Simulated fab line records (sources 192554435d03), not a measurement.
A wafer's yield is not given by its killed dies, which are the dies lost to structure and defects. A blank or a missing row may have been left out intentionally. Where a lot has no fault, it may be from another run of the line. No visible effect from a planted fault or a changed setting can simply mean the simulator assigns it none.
One fault through the eyes of 2 desks :: flow n5 finfet :: each desk has only its own numbers; what lay behind them comes last

## FOR THE TOOL OWNER'S DESK: litho track-05
The tool's own readings at N5_MOL_CONTACT_COAG_COAT_62 (time 60 s, resist thk 60 nm): means of the sampled wafers that have a number, for each lot that ran on this tool. Marked OUT: a lot whose mean sits more than 4 standard deviations from the usual mean, which makes it out of limits; the brackets give that distance.
Columns: A = plate temp C at N5_MOL_CONTACT_COAG_COAT_62, usual 249.97 C; B = spin speed rpm at N5_MOL_CONTACT_COAG_COAT_62, usual 1499.8 rpm
lot: L222
first seen here: day 5 09:37
A: 249.90
B: 1499.6

lot: L240
first seen here: day 10 00:52
A: 250.13
B: 1797.9 (+99 or more) OUT

lot: L241
first seen here: day 10 05:39
A: 249.97
B: 1799.0 (+99 or more) OUT
This desk's finding: out of limits on L240, L241; first on L240, day 10 00:52 (spin speed rpm at N5_MOL_CONTACT_COAG_COAT_62). Within limits: L222.

## FROM THE METROLOGY DESK
Lot by lot, what the gauges showed, no matter which tool ran the lot: averages of those sampled wafers that carry a number. Marked OUT: a lot whose mean sits more than 4 standard deviations from the usual mean, which makes it out of limits; the brackets give that distance. It has 10 readings; the 7 that lie furthest out on some lot are the ones shown.
Columns: A = DIBL_N at N5_BEOL_M4_RC_MEAS_101, usual 37.5 mV/V; B = DIBL_P at N5_BEOL_M4_RC_MEAS_101, usual 38 mV/V; C = IOFF_N at N5_BEOL_M4_RC_MEAS_101, usual 0.19 nA/um; D = ION_N at N5_BEOL_M4_RC_MEAS_101, usual 679 uA/um; E = SS_N at N5_BEOL_M4_RC_MEAS_101, usual 72.0 mV/dec; F = SS_P at N5_BEOL_M4_RC_MEAS_101, usual 73.7 mV/dec; G = VT_N at N5_BEOL_M4_RC_MEAS_101, usual 248 mV
lot: L222
first seen here: day 8 01:46
A: 36.3
B: 38
C: 0.18
D: 678
E: 71.7
F: 73.1
G: 250

lot: L240
first seen here: day 12 23:50
A: 37.7
B: 37
C: 0.20
D: 689
E: 71.8
F: 73.2
G: 246

lot: L241
first seen here: day 13 22:21
A: 39.9
B: 38
C: 0.23
D: 680
E: 72.6
F: 74.0
G: 246

lot: L242
first seen here: day 13 22:35
A: 40.1
B: 40
C: 0.26
D: 689
E: 72.6
F: 74.5
G: 245
This desk found nothing out of limits on any of the 4 lots.

## BROUGHT TOGETHER
The tool owner's desk could have raised an alarm at day 10 00:52, on L240, L241.
The metrology desk saw nothing out of limits.
The metrology desk holds a record of L240, L241, inside its limits.
Every lot named ran N5_MOL_CONTACT_COAG_COAT_62 on litho track-05.

## WHAT THE SIMULATOR HAD INSERTED
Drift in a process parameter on litho track-05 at N5_MOL_CONTACT_COAG_COAT_62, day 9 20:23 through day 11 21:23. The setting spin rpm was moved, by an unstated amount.
Shown lots that were struck: L240, L241.
Each desk's first reading out of limits, in hours after the fault started: the tool owner's desk, 4.
